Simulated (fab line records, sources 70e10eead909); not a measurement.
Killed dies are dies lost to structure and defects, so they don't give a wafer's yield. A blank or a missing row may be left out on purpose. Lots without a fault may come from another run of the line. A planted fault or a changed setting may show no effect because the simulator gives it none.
fab line records | flow nand_harc
record lots=11 wafers=33 last_day=23
route steps=1159 shown A_CHANNEL_HOLE_D1@474 A_CHANNEL_FILL_D1@494 END@1159
lots that met no fault: from a run of the same line without faults
start_h: hours from the record's first day to the start of the lot's first wafer shown | wait_h: hours since the lot's step before | " the same as in the row above | L1.1+2: a row that stands for several wafers | - no value, or no start given | * or withheld: withheld | < > ~ a bound
route shown NAME@n: a module of which the file shows steps, and the number in the route of the first | usual: mean/standard deviation of fault-free wafers | same: alike in all rows | chamber/n: place in a boat | sites: the reading at each site | _std_site: their standard deviation | _edge_site: outer sites' mean less inner sites' | radius_mm: how far each site lies from the wafer's centre | mask NAME#n: copy n | behind: the tool/chamber that last shaped the wafer | hold: why the lot was held/for how many hours/how that ended | device: the transistor (n, p or np) that didn't switch | end of line: the same wafers' tests at the end of the route | a step without rows: its recipe alone | killed: dies lost to structure and defects at the first sort, not the wafer's yield | map: a wafer's dies, x killed, . not, _ none there
set.NAME: the setting as run; set.NAME@STEP: as run at that earlier step | model.NAME: the simulator's own value behind a step, which no gauge read
steps of the route over a sample of lots; a table a step, a row a wafer
services: from which hour (start_h, from the record's first day; less than 0 if before it) a tool's chamber was out of use, for how many hours, and why
## steps
# step NHARC_A_CHANNEL_HOLE_D1_ETCH_22
# recipe bias_v=3000 source_w=withheld pressure_mtorr=20 time_s=666.7 ar_flow_sccm=375 c4f8_flow_sccm=89.3 o2_flow_sccm=35.7 temp_c=-20 target_depth_a=16000 chemistry=C4F8/O2/Ar
# usual c4f8_flow_sccm=89.32/0.28 drypump_motor_current_A=5.7/0.35 showerhead_plenum_p_Torr=3.72/0.12 throttle_valve_pct=32.155/0.0088
# columns lot.wafer tool chamber start_h wait_h c4f8_flow_sccm drypump_motor_current_A rf_hours_counter_h showerhead_plenum_p_Torr throttle_valve_pct
L830.1 har_etch-02 1 194.21 0.4 89.03 6.3 112 3.61 32.151
L830.3 " 0 " " 89.90 5.4 - 3.87 32.153
L830.4 " 1 " " 89.39 6.3 - 3.61 32.152
L831.2 har_etch-01 1 194.37 0.4 89.49 5.7 187 3.61 32.134
L831.6 " 1 " " 89.10 5.7 - 3.61 32.147
L831.5 " 0 " " 89.15 5.6 - 3.83 32.157
L834.1 har_etch-01 1 201.73 0.4 89.57 5.6 192 3.60 32.163
L834.4 " 0 " " 89.07 5.5 - 3.82 32.156
L834.5 " 0 " " 89.04 5.6 - 3.82 32.143
L835.1 har_etch-02 0 202.54 0.4 89.16 5.3 120 3.86 32.156
L835.3 " 1 " " 89.55 6.3 - 3.61 32.157
L835.5 " 1 " " 90.08 6.3 - 3.61 32.156
L836.4 har_etch-01 1 208.60 0.4 88.84 5.7 - 3.60 32.158
L836.6 " 0 " " 89.37 5.5 - 3.82 32.151
L836.5 " 1 " " 89.14 5.6 - 3.60 32.146
L839.1 har_etch-01 0 235.86 0.4 88.99 5.5 207 3.82 32.158
L839.4 " 1 " " 89.89 5.7 - 3.60 32.166
L839.5 " 0 " " 89.07 5.6 - 3.82 32.170
L840.1 har_etch-02 0 236.95 0.4 89.46 5.4 135 3.86 32.171
L840.3 " 0 " " 89.25 5.4 - 3.86 32.159
L840.6 " 1 " " 89.14 6.2 - 3.60 32.141
L842.2 har_etch-02 1 254.39 0.4 89.76 6.3 142 3.60 32.148
L842.4 " 1 " " 89.35 6.3 - 3.60 32.153
L842.3 " 0 " " 89.74 5.3 - 3.85 32.159
L849.1 har_etch-01 1 289.82 0.4 89.51 5.6 229 3.58 32.159
L849.3 " 1 " " 89.18 5.6 - 3.58 32.143
L849.5 " 1 " " 89.34 5.6 - 3.58 32.164
L848.2 har_etch-02 0 291.08 0.4 89.30 5.4 159 3.84 32.163
L848.6 " 1 " " 89.37 6.3 - 3.59 32.159
L848.5 " 0 " " 89.19 5.4 - 3.84 32.156
L847.4 har_etch-01 0 294.14 0.4 89.57 5.6 - 3.80 32.159
L847.5 " 0 " " 89.32 5.5 - 3.80 32.143
L847.6 " 1 " " 89.36 5.6 - 3.58 32.165
# step NHARC_A_CHANNEL_HOLE_D1_ETCH_44
# recipe target_depth_a=1400 overetch_a=140 time_s=77 ion_energy_ev=100 cf4_flow_sccm=80 o2_flow_sccm=20 ar_flow_sccm=0 rf_w=300 bias_w=100 chemistry=CF4/O2
# usual drypump_motor_current_A=5.8/0.36 oes_o_777_au=1.000/0.0047 oes_product_au=0.996/0.012 rf_vpp_V=198.5/1.2 showerhead_plenum_p_Torr=1.37/0.045 throttle_valve_pct=13.398/0.0088
# columns lot.wafer tool chamber start_h wait_h drypump_motor_current_A oes_o_777_au oes_product_au rf_hours_counter_h rf_vpp_V showerhead_plenum_p_Torr throttle_valve_pct
L830.4 rie_diel-01 3 197.97 0.0 5.6 1.003 0.998 4 200.2 1.36 13.397
L830.1 " 0 " " 6.1 0.993 0.991 3 196.3 1.27 13.386
L830.3 " 1 " " 6.1 1.005 0.998 4 198.9 1.42 13.395
L831.2 rie_diel-08 3 198.23 0.1 6.2 1.004 0.988 4 199.1 1.36 13.409
L831.5 " 3 " " 6.2 0.989 1.004 - 197.4 1.36 13.400
L831.6 " 0 " " 5.5 0.999 0.976 - 199.0 1.43 13.401
L834.1 rie_diel-07 1 205.60 0.1 5.2 1.007 1.000 10 199.2 1.43 13.399
L834.4 " 2 " " 5.6 0.990 1.000 10 198.8 1.36 13.402
L834.5 " 3 " " 6.3 0.997 0.986 - 197.8 1.34 13.408
L835.1 rie_diel-01 2 206.30 0.1 5.9 0.993 0.990 5 198.3 1.39 13.418
L835.3 " 1 " " 6.1 0.995 1.008 4 198.1 1.42 13.397
L835.5 " 2 " " 5.9 0.990 0.977 - 198.0 1.39 13.406
L836.4 rie_diel-08 1 212.19 0.1 5.8 1.000 0.990 6 198.3 1.39 13.392
L836.5 " 2 " " 5.3 1.001 1.003 - 198.5 1.38 13.405
L836.6 " 3 " " 6.2 0.998 0.989 - 197.1 1.36 13.386
L839.1 rie_diel-01 0 239.65 0.1 6.1 0.999 0.992 8 196.2 1.26 13.402
L839.4 " 2 " " 5.9 1.002 0.990 - 199.6 1.39 13.387
L839.5 " 3 " " 5.7 1.007 1.003 - 197.9 1.36 13.403
L840.1 rie_diel-08 3 240.70 0.1 6.2 1.003 0.996 7 197.8 1.36 13.391
L840.3 " 1 " " 5.8 1.001 1.003 7 199.6 1.39 13.414
L840.6 " 3 " " 6.2 0.996 0.991 - 198.0 1.36 13.386
L842.4 rie_diel-07 3 258.22 0.1 6.3 0.999 1.013 2 198.2 1.33 13.402
L842.2 " 1 " " 5.2 1.004 1.000 1 200.5 1.43 13.398
L842.3 " 2 " " 5.6 1.006 1.002 1 197.8 1.36 13.389
L849.3 rie_diel-01 0 294.13 0.1 6.1 1.002 0.985 13 196.2 1.26 13.384
L849.1 " 2 " " 6.0 0.999 0.998 11 198.5 1.39 13.399
L849.5 " 0 " " 6.1 0.996 0.986 - 195.7 1.26 13.399
L848.2 rie_diel-08 0 294.91 0.1 5.5 0.995 0.979 10 200.6 1.42 13.404
L848.5 " 3 " " 6.2 1.000 1.001 - 199.2 1.36 13.389
L848.6 " 0 " " 5.5 0.996 0.986 - 200.1 1.42 13.392
L847.4 rie_diel-01 3 297.83 0.1 5.6 0.997 0.999 14 198.3 1.36 13.383
L847.6 " 0 " " 6.1 0.997 0.989 - 195.4 1.26 13.399
L847.5 " 1 " " 6.1 1.006 1.007 - 200.0 1.42 13.392
# step NHARC_A_CHANNEL_HOLE_D1_STRIP_27
# recipe o2_flow_sccm=500 ar_flow_sccm=0 bias_w=0 chemistry=O2
# usual drypump_motor_current_A=5.8/0.35 oes_product_au=0.997/0.01 rf_vpp_V=58.1/0.92 showerhead_plenum_p_Torr=3.62/0.12 throttle_valve_pct=17.038/0.009
# columns lot.wafer tool chamber start_h wait_h drypump_motor_current_A oes_product_au rf_hours_counter_h rf_vpp_V showerhead_plenum_p_Torr throttle_valve_pct
L830.3 rie_diel-01 2 - - 6.0 0.989 4 57.1 3.66 17.045
L830.1 " 3 " " 5.6 1.000 4 59.3 3.59 17.036
L830.4 " 1 " " 6.1 1.002 4 58.9 3.75 17.040
L831.2 rie_diel-08 2 - - 5.3 1.007 4 56.9 3.63 17.050
L831.5 " 1 " " 5.8 0.997 - 57.6 3.66 17.037
L831.6 " 2 " " 5.3 1.006 - 57.8 3.63 17.038
L834.4 rie_diel-07 3 - - 6.4 1.000 11 57.8 3.53 17.035
L834.1 " 0 " " 5.4 0.990 11 58.8 3.58 17.020
L834.5 " 1 " " 5.2 1.003 - 59.9 3.76 17.034
L835.3 rie_diel-01 1 - - 6.1 1.004 4 59.9 3.75 17.045
L835.1 " 3 " " 5.7 0.991 5 58.1 3.59 17.063
L835.5 " 0 " " 6.1 1.001 - 57.7 3.35 17.040
L836.4 rie_diel-08 3 - - 6.2 1.000 5 58.4 3.60 17.051
L836.5 " 0 " " 5.5 0.975 - 58.9 3.76 17.030
L836.6 " 1 " " 5.8 0.994 - 58.6 3.66 17.023
L839.1 rie_diel-01 3 - - 5.7 0.995 9 58.5 3.59 17.045
L839.5 " 3 " " 5.7 1.001 - 58.4 3.59 17.032
L839.4 " 0 " " 6.1 0.984 - 57.3 3.35 17.037
L840.3 rie_diel-08 0 - - 5.5 0.982 7 57.9 3.75 17.035
L840.1 " 2 " " 5.3 1.014 7 59.2 3.63 17.028
L840.6 " 1 " " 5.8 1.004 - 56.3 3.66 17.037
L842.2 rie_diel-07 0 - - 5.4 0.999 2 57.8 3.58 17.022
L842.3 " 1 " " 5.2 0.992 1 57.9 3.76 17.057
L842.4 " 2 " " 5.6 1.011 1 58.0 3.60 17.036
L849.3 rie_diel-01 2 - - 5.9 0.995 12 58.1 3.66 17.019
L849.1 " 3 " " 5.6 0.989 14 57.7 3.58 17.043
L849.5 " 1 " " 6.1 1.011 - 57.2 3.74 17.025
L848.2 rie_diel-08 3 - - 6.2 1.001 11 57.8 3.60 17.031
L848.5 " 0 " " 5.5 0.984 - 57.9 3.75 17.030
L848.6 " 1 " " 5.8 1.003 - 59.3 3.66 17.040
L847.4 rie_diel-01 2 - - 5.9 1.002 12 57.5 3.66 17.041
L847.6 " 3 " " 5.7 1.002 - 57.8 3.58 17.040
L847.5 " 0 " " 6.1 1.004 - 57.3 3.35 17.028
# step NHARC_A_CHANNEL_HOLE_D1_INSPECT_40
# usual raw_defect_count=59/16
# columns lot.wafer tool chamber start_h wait_h raw_defect_count
L830.1 defect_inspect-02 - 198.96 - 22
L830.3 " - " " 40
L830.4 " - " " 48
L831.2 defect_inspect-01 - 199.21 - 79
L831.5 " - " " 77
L831.6 " - " " 84
L834.1 defect_inspect-02 - 206.57 - 46
L834.4 " - " " 79
L834.5 " - " " 46
L835.1 defect_inspect-02 - 207.28 - 40
L835.3 " - " " 55
L835.5 " - " " 50
L836.4 defect_inspect-02 - 213.15 - 62
L836.5 " - " " 42
L836.6 " - " " 70
L839.1 defect_inspect-01 - 240.74 - 66
L839.4 " - " " 55
L839.5 " - " " 66
L840.1 defect_inspect-02 - 241.72 - 31
L840.3 " - " " 39
L840.6 " - " " 45
L842.2 defect_inspect-02 - 259.19 - 43
L842.3 " - " " 49
L842.4 " - " " 35
L849.1 defect_inspect-01 - 295.11 - 671
L849.3 " - " " 618
L849.5 " - " " 637
L848.2 defect_inspect-01 - 295.89 - 64
L848.5 " - " " 64
L848.6 " - " " 80
L847.4 defect_inspect-01 - 298.82 - 637
L847.5 " - " " 647
L847.6 " - " " 662
# step NHARC_A_CHANNEL_FILL_D1_ALD_14
# recipe target_thk_a=25 pulse_time_s=10 ald_cycles=25 temp_c=300 material=SiO2
# usual heater_power_w=473/33 precursor_pulse_height_rel=1.001/0.02
# same pulse_time_s=10
# columns lot.wafer tool chamber start_h wait_h heater_power_w precursor_pulse_height_rel
L830.1 ald_hk-02 2 206.22 0.0 513 0.999
L830.3 " 3 " " 453 0.996
L830.4 " 1 " " 432 0.976
L831.2 ald_hk-02 0 206.48 0.3 471 1.027
L831.6 " 3 " " 448 1.018
L831.5 " 0 " " 480 1.007
L834.4 ald_hk-04 1 213.86 0.1 448 0.975
L834.1 " 2 " " 439 1.020
L834.5 " 1 " " 443 1.035
L835.3 ald_hk-02 2 213.89 0.1 508 1.009
L835.1 " 3 " " 464 0.978
L835.5 " 0 " " 469 1.014
L836.4 ald_hk-02 3 222.96 2.7 465 1.018
L836.5 " 1 " " 424 1.027
L836.6 " 2 " " 518 1.014
L839.1 ald_hk-02 1 251.79 0.0 434 0.994
L839.4 " 2 " " 520 0.994
L839.5 " 2 " " 527 0.984
L840.3 ald_hk-01 0 251.87 0.1 446 0.997
L840.1 " 1 " " 529 1.033
L840.6 " 3 " " 473 1.032
L842.4 ald_hk-01 2 266.45 0.0 513 1.011
L842.2 " 3 " " 468 0.984
L842.3 " 0 " " 468 0.991
L849.1 ald_hk-02 0 302.36 0.1 469 0.947
L849.3 " 2 " " 518 1.036
L849.5 " 3 " " 466 1.014
L848.2 ald_hk-02 1 302.54 0.3 426 0.975
L848.6 " 1 " " 430 1.017
L848.5 " 2 " " 524 1.004
L847.4 ald_hk-02 3 306.17 0.2 443 1.010
L847.6 " 0 " " 460 0.985
L847.5 " 1 " " 434 0.996
# step NHARC_END_SORT_01
# recipe temp_c=25
# usual killed_at_array=29/11 killed_at_other=0.5/0.8 killed_at_periphery=3.5/2.8 killed_dies=33/12 killed_open=3.1/1.8 killed_short=1.8/1.4
# same gross_dies=677
# columns lot.wafer tool chamber start_h wait_h killed_at_array killed_at_other killed_at_periphery killed_dies killed_open killed_short
L847.4 prober-01 0 552.88 3.4 103 2 5 110 4 1
L847.5 prober-01 0 553.68 3.7 70 0 11 81 4 4
L847.6 prober-01 0 554.49 4.0 132 1 5 138 6 0
L849.1 prober-02 0 558.20 2.5 112 0 7 119 3 2
L849.3 prober-02 0 559.77 3.1 115 0 5 120 1 1
L849.5 prober-02 0 561.34 3.6 127 0 3 130 3 1
# killed by level:class
L847.4 A_CHANNEL_HOLE_D1:unspecified=82 A_CHANNEL_HOLE_D1:chamber_film_flake=12 P_ZERO_WELL:chamber_film_flake=2 A_STAIRCASE:chamber_film_flake=2 P_M0:geometric_particle:open=1 A_STAIRCASE:geometric_particle:open=1 A_BLC:geometric_particle:open=1 A_M0:geometric_particle:open=1
L847.5 A_CHANNEL_HOLE_D1:unspecified=36 A_CHANNEL_HOLE_D1:chamber_film_flake=23 P_GATE:chamber_film_flake=4 A_STAIRCASE:chamber_film_flake=4 P_STI:chamber_film_flake=3 A_CONTACT:geometric_particle:open=2 P_GATE:geometric_particle:short=1 P_CONTACT:geometric_particle:short=1
L847.6 A_CHANNEL_HOLE_D1:unspecified=96 A_CHANNEL_HOLE_D1:chamber_film_flake=20 A_STAIRCASE:chamber_film_flake=7 A_CONTACT:geometric_particle:open=2 P_STI:chamber_film_flake=2 A_CONTACT:chamber_film_flake=2 A_M0:chamber_film_flake=2 P_CONTACT:geometric_particle:open=1
L849.1 A_CHANNEL_HOLE_D1:unspecified=71 A_SLIT:chamber_film_flake=18 A_CHANNEL_HOLE_D1:chamber_film_flake=13 A_STAIRCASE:chamber_film_flake=5 P_GATE:chamber_film_flake=3 A_CONTACT:geometric_particle:open=2 P_STI:chamber_film_flake=2 P_CONTACT:geometric_particle:short=1
L849.3 A_CHANNEL_HOLE_D1:unspecified=79 A_CHANNEL_HOLE_D1:chamber_film_flake=15 A_SLIT:chamber_film_flake=12 A_STAIRCASE:chamber_film_flake=6 P_STI:chamber_film_flake=4 A_CHANNEL_FILL_D1:geometric_particle:short=1 A_CONTACT:geometric_particle:open=1 P_GATE:chamber_film_flake=1
L849.5 A_CHANNEL_HOLE_D1:unspecified=88 A_CHANNEL_HOLE_D1:chamber_film_flake=17 A_SLIT:chamber_film_flake=12 A_STAIRCASE:chamber_film_flake=7 P_STI:chamber_film_flake=2 P_CONTACT:geometric_particle:open=1 A_ONON_D1:geometric_particle:short=1 A_WL_FILL:geometric_particle:open=1
## services
# columns tool chamber start_h hours kind
rie_diel-01 0 171.30 - clean
rie_diel-01 1 171.30 - clean
rie_diel-01 2 171.30 - clean
rie_diel-01 3 171.30 - clean
rie_diel-08 - 174.69 0.3 repair
ald_hk-04 - 186.00 10.0 pm
ald_hk-02 - 192.19 0.7 repair
rie_diel-01 0 196.06 - clean
rie_diel-01 1 196.06 - clean
rie_diel-01 2 196.06 - clean
rie_diel-01 3 196.06 - clean
rie_diel-08 2 205.30 2.0 repair
rie_diel-07 - 214.35 0.5 repair
rie_diel-07 2 218.54 6.2 repair
rie_diel-01 0 220.56 - clean
rie_diel-01 1 227.85 13.1 repair
rie_diel-07 - 228.87 9.0 pm
ald_hk-01 - 229.08 10.0 pm
rie_diel-08 - 243.84 1.2 repair
rie_diel-01 2 255.05 23.7 repair
rie_diel-08 - 278.43 1.9 repair
rie_diel-08 3 295.29 2.4 repair
rie_diel-08 - 301.80 9.0 pm
har_etch-01 - 305.00 17.0 pm
## key
first_sign step=NHARC_A_CHANNEL_HOLE_D1_INSPECT_40 reading=raw_defect_count direction=up sigmas=36 usual=59 struck=645
effect step=NHARC_END_SORT_01 reading=killed_at_array direction=up sigmas=7.1 usual=29 struck=110
more_kills_born_at NHARC_A_CHANNEL_HOLE_D1_ETCH_44@rie_diel-01=452
met_at NHARC_A_CHANNEL_HOLE_D1_ETCH_44
struck_lots L847,L849
tester_left_out L847,L849
not_acting_at NHARC_A_CHANNEL_HOLE_D1_ETCH_22,NHARC_A_CHANNEL_HOLE_D1_STRIP_27,NHARC_A_CHANNEL_FILL_D1_ALD_14
onset_between 239.65 294.13
fault kind=chamber_particle_source tool=rie_diel-01 chamber=- onset_h=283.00 steps=NHARC_A_CHANNEL_HOLE_D1_ETCH_44 rate_per_visit_cm2=0.89101 end_h=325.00
# tester_left_out: of these lots the tester's yield and bins aren't shown, on N5 and GAA mostly nor the transistor test; their killed dies are dies lost to structure and defects alone, not to doping, threshold or leakage, so they don't give the yield
